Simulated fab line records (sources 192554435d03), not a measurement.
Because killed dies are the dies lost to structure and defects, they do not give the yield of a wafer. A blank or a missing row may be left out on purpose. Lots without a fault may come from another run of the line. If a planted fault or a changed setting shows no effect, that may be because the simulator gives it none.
Split-lot study :: flow n5Finfet :: route with 1938 steps; 7 lots, 39 wafers read

## ON THE SPLIT
At N5_HKMG_FIN_ETCH_54 (etches SiARC in CF4, target depth 45.5 nm, time 75.8 s), the setting biasW was moved away from the recipe's 36 W on 15 of the 39 wafers read, by -7.6% to +15.3%. The other wafers ran this setting at the recipe's value.

The reading comes from the split's own step.

## THE READING
rfVppV, in V, at N5_HKMG_FIN_ETCH_54 (etches SiARC in CF4, target depth 45.5 nm, time 75.8 s). A value of 184.1 V with a standard deviation of 1.2 V is what fault-free wafers of this fab line usually give.

wafer: L077.1
tool, chamber at the split: rieDiel-03, 1
biasW as run, W: 36
against the recipe: recipe
rfVppV, V: 183.9
against lot-mates on the recipe: -

wafer: L077.2
tool, chamber at the split: rieDiel-03, 2
biasW as run, W: 36
against the recipe: recipe
rfVppV, V: 183.3
against lot-mates on the recipe: -

wafer: L077.3
tool, chamber at the split: rieDiel-03, 0
biasW as run, W: 34.04
against the recipe: -5.4%
rfVppV, V: 177.1
against lot-mates on the recipe: -7.0

wafer: L077.4
tool, chamber at the split: rieDiel-03, 3
biasW as run, W: 34.04
against the recipe: -5.4%
rfVppV, V: 178.4
against lot-mates on the recipe: -5.7

wafer: L077.5
tool, chamber at the split: rieDiel-03, 0
biasW as run, W: 34.04
against the recipe: -5.4%
rfVppV, V: 176.4
against lot-mates on the recipe: -7.7

wafer: L077.6
tool, chamber at the split: rieDiel-03, 3
biasW as run, W: 36
against the recipe: recipe
rfVppV, V: 185.2
against lot-mates on the recipe: -

wafer: L078.1
tool, chamber at the split: rieDiel-04, 1
biasW as run, W: 33.27
against the recipe: -7.6%
rfVppV, V: 176.2
against lot-mates on the recipe: -7.9

wafer: L078.2
tool, chamber at the split: rieDiel-04, 2
biasW as run, W: 33.27
against the recipe: -7.6%
rfVppV, V: 173.0
against lot-mates on the recipe: -11.1

wafer: L078.3
tool, chamber at the split: rieDiel-04, 3
biasW as run, W: 33.27
against the recipe: -7.6%
rfVppV, V: 176.4
against lot-mates on the recipe: -7.7

wafer: L078.4
tool, chamber at the split: rieDiel-04, 0
biasW as run, W: 36
against the recipe: recipe
rfVppV, V: 183.5
against lot-mates on the recipe: -

wafer: L078.5
tool, chamber at the split: rieDiel-04, 0
biasW as run, W: 36
against the recipe: recipe
rfVppV, V: 183.1
against lot-mates on the recipe: -

wafer: L078.6
tool, chamber at the split: rieDiel-04, 1
biasW as run, W: 36
against the recipe: recipe
rfVppV, V: 185.7
against lot-mates on the recipe: -

wafer: L084.1
tool, chamber at the split: rieDiel-03, 1
biasW as run, W: 40.35
against the recipe: +12.1%
rfVppV, V: 196.0
against lot-mates on the recipe: +12.5

wafer: L084.2
tool, chamber at the split: rieDiel-03, 0
biasW as run, W: 36
against the recipe: recipe
rfVppV, V: 182.5
against lot-mates on the recipe: -

wafer: L084.3
tool, chamber at the split: rieDiel-03, 2
biasW as run, W: 36
against the recipe: recipe
rfVppV, V: 183.1
against lot-mates on the recipe: -

wafer: L084.4
tool, chamber at the split: rieDiel-03, 3
biasW as run, W: 40.35
against the recipe: +12.1%
rfVppV, V: 198.2
against lot-mates on the recipe: +14.7

wafer: L084.5
tool, chamber at the split: rieDiel-03, 2
biasW as run, W: 36
against the recipe: recipe
rfVppV, V: 185.0
against lot-mates on the recipe: -

wafer: L084.6
tool, chamber at the split: rieDiel-03, 1
biasW as run, W: 40.35
against the recipe: +12.1%
rfVppV, V: 198.3
against lot-mates on the recipe: +14.8

wafer: L086.1
tool, chamber at the split: rieDiel-05, 0
biasW as run, W: 36
against the recipe: recipe
rfVppV, V: 185.2
against lot-mates on the recipe: -

wafer: L086.2
tool, chamber at the split: rieDiel-05, 2
biasW as run, W: 36
against the recipe: recipe
rfVppV, V: 183.5
against lot-mates on the recipe: -

wafer: L086.3
tool, chamber at the split: rieDiel-05, 3
biasW as run, W: 36
against the recipe: recipe
rfVppV, V: 186.0
against lot-mates on the recipe: -

wafer: L086.4
tool, chamber at the split: rieDiel-05, 1
biasW as run, W: 36
against the recipe: recipe
rfVppV, V: 184.6
against lot-mates on the recipe: -

wafer: L086.5
tool, chamber at the split: rieDiel-05, 2
biasW as run, W: 36
against the recipe: recipe
rfVppV, V: 183.9
against lot-mates on the recipe: -

wafer: L086.6
tool, chamber at the split: rieDiel-05, 1
biasW as run, W: 36
against the recipe: recipe
rfVppV, V: 183.6
against lot-mates on the recipe: -

wafer: L093.1
tool, chamber at the split: rieDiel-05, 2
biasW as run, W: 36
against the recipe: recipe
rfVppV, V: 183.9
against lot-mates on the recipe: -

wafer: L093.2
tool, chamber at the split: rieDiel-05, 1
biasW as run, W: 39.96
against the recipe: +11.0%
rfVppV, V: 195.7
against lot-mates on the recipe: +11.8

wafer: L093.3
tool, chamber at the split: rieDiel-05, 3
biasW as run, W: 39.96
against the recipe: +11.0%
rfVppV, V: 198.9
against lot-mates on the recipe: +15.0

wafer: L093.4
tool, chamber at the split: rieDiel-05, 0
biasW as run, W: 36
against the recipe: recipe
rfVppV, V: 184.6
against lot-mates on the recipe: -

wafer: L093.5
tool, chamber at the split: rieDiel-05, 2
biasW as run, W: 36
against the recipe: recipe
rfVppV, V: 183.1
against lot-mates on the recipe: -

wafer: L093.6
tool, chamber at the split: rieDiel-05, 3
biasW as run, W: 39.96
against the recipe: +11.0%
rfVppV, V: 198.1
against lot-mates on the recipe: +14.2

wafer: L094.1
tool, chamber at the split: rieDiel-05, 3
biasW as run, W: 41.49
against the recipe: +15.3%
rfVppV, V: 202.3
against lot-mates on the recipe: +19.3

wafer: L094.2
tool, chamber at the split: rieDiel-05, 1
biasW as run, W: 36
against the recipe: recipe
rfVppV, V: 182.6
against lot-mates on the recipe: -

wafer: L094.3
tool, chamber at the split: rieDiel-05, 2
biasW as run, W: 41.49
against the recipe: +15.3%
rfVppV, V: 202.1
against lot-mates on the recipe: +19.1

wafer: L094.4
tool, chamber at the split: rieDiel-05, 0
biasW as run, W: 41.49
against the recipe: +15.3%
rfVppV, V: 202.8
against lot-mates on the recipe: +19.8

wafer: L094.5
tool, chamber at the split: rieDiel-05, 0
biasW as run, W: 36
against the recipe: recipe
rfVppV, V: 184.1
against lot-mates on the recipe: -

wafer: L094.6
tool, chamber at the split: rieDiel-05, 1
biasW as run, W: 36
against the recipe: recipe
rfVppV, V: 182.2
against lot-mates on the recipe: -

wafer: L095.3
tool, chamber at the split: rieDiel-03, 3
biasW as run, W: 36
against the recipe: recipe
rfVppV, V: 182.4
against lot-mates on the recipe: -

wafer: L095.4
tool, chamber at the split: rieDiel-03, 0
biasW as run, W: 36
against the recipe: recipe
rfVppV, V: 183.3
against lot-mates on the recipe: -

wafer: L095.6
tool, chamber at the split: rieDiel-03, 2
biasW as run, W: 36
against the recipe: recipe
rfVppV, V: 182.9
against lot-mates on the recipe: -

THE FIT
A straight line over all 39 wafers: rfVppV changes by +1.19 V for each +1% of biasW; r = +0.99; the points scatter about the line by 1.1 V.
The same after taking each lot's own level away (the mean of its wafers on the recipe; 39 wafers): +1.23 V for each +1%; r = +0.99; scatter 1 V.
On that fit, the largest move of biasW shifts the reading by 19 V.
The lots' own levels span 182.87 to 184.47 V, that is 1.3 times the standard deviation above.
So the lot-to-lot level changes the slope little: the two slopes agree.
Check: +18.6 V against its lot-mates is what the line predicts for one of the wafers moved furthest among these (+15.3%) when that wafer is left out of the fit. Against them it came out at +19.3 V.
Tool readings at the split's step, against how far the setting was moved: rfVppV r = +0.99.

## THESE WAFERS: OTHER SPLITS
Other splits were also applied to these wafers ahead of the reading. Each is held against what the fit with the lots' levels taken away leaves over:
other split on the same wafers: N5_DUMMY_GATE_ETCH_31 targetDepthA
wafers away from the commonest value: 12
r with rfVppV (lot level and that fit taken away): -0.15

other split on the same wafers: N5_DUMMY_GATE_ETCH_42 biasW
wafers away from the commonest value: 12
r with rfVppV (lot level and that fit taken away): +0.05

other split on the same wafers: N5_SD_EPI_N_EPI_21 timeS
wafers away from the commonest value: 12
r with rfVppV (lot level and that fit taken away): -0.07

other split on the same wafers: N5_HKMG_FIN_EXPOSE_46 doseMj
wafers away from the commonest value: 18
r with rfVppV (lot level and that fit taken away): -0.20

## FILE'S OWN FIT
rfVppV changes by +1.23 V for each +1% of biasW, r = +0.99.
